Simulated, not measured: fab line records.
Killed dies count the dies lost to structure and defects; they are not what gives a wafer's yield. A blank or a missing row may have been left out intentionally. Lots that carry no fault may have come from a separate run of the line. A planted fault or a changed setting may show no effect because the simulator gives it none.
Chamber matching :: flow n5-finfet :: N5_BEOL_M8_STRIP_67 on rie-diel-04 has 4 sister chambers
The step strips in CF4. 16 wafers are shown with their chamber, then 8 later ones without.

WAFERS PAIRED WITH THEIR CHAMBERS
wafer: L074.1
chamber: 0
showerhead-plenum-p-Torr (Torr): 1.87
throttle-valve-pct (%): 13.56
drypump-motor-current-A (A): 5.9

wafer: L074.4
chamber: 3
showerhead-plenum-p-Torr (Torr): 1.93
throttle-valve-pct (%): 13.02
drypump-motor-current-A (A): 5.8

wafer: L074.6
chamber: 1
showerhead-plenum-p-Torr (Torr): 1.80
throttle-valve-pct (%): 13.18
drypump-motor-current-A (A): 5.8

wafer: L075.2
chamber: 1
showerhead-plenum-p-Torr (Torr): 1.80
throttle-valve-pct (%): 13.15
drypump-motor-current-A (A): 5.8

wafer: L075.3
chamber: 3
showerhead-plenum-p-Torr (Torr): 1.93
throttle-valve-pct (%): 13.03
drypump-motor-current-A (A): 5.8

wafer: L075.6
chamber: 3
showerhead-plenum-p-Torr (Torr): 1.93
throttle-valve-pct (%): 13.04
drypump-motor-current-A (A): 5.8

wafer: L076.1
chamber: 1
showerhead-plenum-p-Torr (Torr): 1.80
throttle-valve-pct (%): 13.19
drypump-motor-current-A (A): 5.8

wafer: L076.3
chamber: 3
showerhead-plenum-p-Torr (Torr): 1.92
throttle-valve-pct (%): 13.06
drypump-motor-current-A (A): 5.8

wafer: L076.6
chamber: 0
showerhead-plenum-p-Torr (Torr): 1.87
throttle-valve-pct (%): 13.58
drypump-motor-current-A (A): 5.9

wafer: L079.1
chamber: 3
showerhead-plenum-p-Torr (Torr): 1.92
throttle-valve-pct (%): 13.06
drypump-motor-current-A (A): 5.8

wafer: L079.5
chamber: 3
showerhead-plenum-p-Torr (Torr): 1.92
throttle-valve-pct (%): 13.06
drypump-motor-current-A (A): 5.8

wafer: L079.6
chamber: 2
showerhead-plenum-p-Torr (Torr): 1.89
throttle-valve-pct (%): 13.60
drypump-motor-current-A (A): 6.0

wafer: L080.1
chamber: 2
showerhead-plenum-p-Torr (Torr): 1.89
throttle-valve-pct (%): 13.62
drypump-motor-current-A (A): 5.9

wafer: L080.3
chamber: 3
showerhead-plenum-p-Torr (Torr): 1.92
throttle-valve-pct (%): 13.07
drypump-motor-current-A (A): 5.8

wafer: L080.5
chamber: 2
showerhead-plenum-p-Torr (Torr): 1.89
throttle-valve-pct (%): 13.62
drypump-motor-current-A (A): 5.9

wafer: L085.1
chamber: 3
showerhead-plenum-p-Torr (Torr): 1.92
throttle-valve-pct (%): 13.08
drypump-motor-current-A (A): 5.8

SIGNATURES, as means of the wafers listed above
reading: showerhead-plenum-p-Torr
chamber 0: 1.8700
chamber 1: 1.8000
chamber 2: 1.8900
chamber 3: 1.9237
scatter within a chamber: 0.00395

reading: throttle-valve-pct
chamber 0: 13.5700
chamber 1: 13.1733
chamber 2: 13.6133
chamber 3: 13.0525
scatter within a chamber: 0.0189

reading: drypump-motor-current-A
chamber 0: 5.900
chamber 1: 5.800
chamber 2: 5.933
chamber 3: 5.800
scatter within a chamber: 0.0236
Rule: a wafer lies at a distance from a chamber equal to the root of the sum of squares, over the readings, of (its reading less the chamber's mean, divided by the reading's scatter). The wafer belongs to the nearest chamber; if the next one is less than 2 further off, it can't be placed. The scatter is the square root of a quotient: the sum, over the shown wafers, of each reading's squared deviation from its chamber's mean, divided by wafers minus chambers.

WAFERS MISSING THEIR CHAMBER
wafer: L085.3
showerhead-plenum-p-Torr (Torr): 1.87
throttle-valve-pct (%): 13.59
drypump-motor-current-A (A): 5.9

wafer: L085.5
showerhead-plenum-p-Torr (Torr): 1.92
throttle-valve-pct (%): 13.09
drypump-motor-current-A (A): 5.8

wafer: L087.2
showerhead-plenum-p-Torr (Torr): 1.87
throttle-valve-pct (%): 13.61
drypump-motor-current-A (A): 5.9

wafer: L087.5
showerhead-plenum-p-Torr (Torr): 1.80
throttle-valve-pct (%): 13.23
drypump-motor-current-A (A): 5.8

wafer: L087.6
showerhead-plenum-p-Torr (Torr): 1.88
throttle-valve-pct (%): 13.64
drypump-motor-current-A (A): 6.0

wafer: L093.3
showerhead-plenum-p-Torr (Torr): 1.88
throttle-valve-pct (%): 13.67
drypump-motor-current-A (A): 5.9

wafer: L093.5
showerhead-plenum-p-Torr (Torr): 1.92
throttle-valve-pct (%): 13.12
drypump-motor-current-A (A): 5.8

wafer: L093.6
showerhead-plenum-p-Torr (Torr): 1.86
throttle-valve-pct (%): 13.65
drypump-motor-current-A (A): 5.9

CHAMBER TAKEN BY EACH
wafer: L085.3
from the rows above: 0
in truth: 0

wafer: L085.5
from the rows above: 3
in truth: 3

wafer: L087.2
from the rows above: 0
in truth: 0

wafer: L087.5
from the rows above: 1
in truth: 1

wafer: L087.6
from the rows above: 2
in truth: 2

wafer: L093.3
from the rows above: can't be placed: 2 or 0
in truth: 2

wafer: L093.5
from the rows above: 3
in truth: 3

wafer: L093.6
from the rows above: 0
in truth: 0
Placed correctly: 7 of 8. Cannot be placed on the basis of these rows: 1; the candidates contain the true chamber in 1. Wrongly placed: 0.
